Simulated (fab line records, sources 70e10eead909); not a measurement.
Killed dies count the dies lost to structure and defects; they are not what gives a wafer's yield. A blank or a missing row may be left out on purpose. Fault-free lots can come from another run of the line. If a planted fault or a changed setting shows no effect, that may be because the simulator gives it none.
Chamber matching || flow nand-harc || cmp-01 running NHARC_P_CONTACT_CMP_01: 4 sister chambers
The step polishes SiO2, target thk 200 nm. 14 wafers are shown with their chamber, then 7 later ones without.

EACH WAFER AND ITS CHAMBER
{"wafer": "L078.1", "chamber": 1, "motor-current-A (A)": 11.8}
{"wafer": "L078.3", "chamber": 3, "motor-current-A (A)": 11.1}
{"wafer": "L078.5", "chamber": 1, "motor-current-A (A)": 11.6}
{"wafer": "L079.2", "chamber": 0, "motor-current-A (A)": 12.0}
{"wafer": "L079.3", "chamber": 3, "motor-current-A (A)": 10.7}
{"wafer": "L079.4", "chamber": 2, "motor-current-A (A)": 12.8}
{"wafer": "L082.3", "chamber": 1, "motor-current-A (A)": 11.3}
{"wafer": "L082.5", "chamber": 2, "motor-current-A (A)": 13.1}
{"wafer": "L082.6", "chamber": 1, "motor-current-A (A)": 10.7}
{"wafer": "L087.1", "chamber": 2, "motor-current-A (A)": 13.7}
{"wafer": "L087.3", "chamber": 0, "motor-current-A (A)": 12.4}
{"wafer": "L087.5", "chamber": 3, "motor-current-A (A)": 10.9}
{"wafer": "L093.4", "chamber": 3, "motor-current-A (A)": 11.2}
{"wafer": "L093.5", "chamber": 2, "motor-current-A (A)": 13.3}

SIGNATURES, as means of the wafers listed above
{"reading": "motor-current-A", "chamber 0": 12.200, "chamber 1": 11.350, "chamber 2": 13.225, "chamber 3": 10.975, "scatter within a chamber": 0.367}
Rule: for a wafer and a chamber, the distance is found by dividing, reading by reading, the gap between the wafer's reading and the chamber's mean by the reading's scatter, squaring, summing and taking the root. The wafer belongs to the nearest chamber; if the next one is less than 2 further off, it can't be placed. How the scatter is found: for the shown wafers, subtract from each reading the mean of its chamber, square and add these, divide the total by (wafers less chambers), then take the root.

WAFERS WITHOUT THEIR CHAMBER
{"wafer": "L093.6", "motor-current-A (A)": 10.8}
{"wafer": "L095.1", "motor-current-A (A)": 12.7}
{"wafer": "L095.2", "motor-current-A (A)": 10.9}
{"wafer": "L095.4", "motor-current-A (A)": 11.2}
{"wafer": "L097.1", "motor-current-A (A)": 11.4}
{"wafer": "L097.2", "motor-current-A (A)": 13.0}
{"wafer": "L097.6", "motor-current-A (A)": 11.2}

WHICH CHAMBER EACH WENT THROUGH
{"wafer": "L093.6", "from the rows above": "can't be placed: 3 or 1", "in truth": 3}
{"wafer": "L095.1", "from the rows above": "can't be placed: 0 or 2", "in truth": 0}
{"wafer": "L095.2", "from the rows above": "can't be placed: 3 or 1", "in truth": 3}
{"wafer": "L095.4", "from the rows above": "can't be placed: 1 or 3", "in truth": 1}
{"wafer": "L097.1", "from the rows above": "can't be placed: 1 or 3", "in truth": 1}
{"wafer": "L097.2", "from the rows above": "can't be placed: 2 or 0", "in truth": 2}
{"wafer": "L097.6", "from the rows above": "can't be placed: 1 or 3", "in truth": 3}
Correctly placed: 0 of 7. Unplaceable from these rows: 7, with the true chamber sitting among the candidates in 7. Placed wrongly: 0.
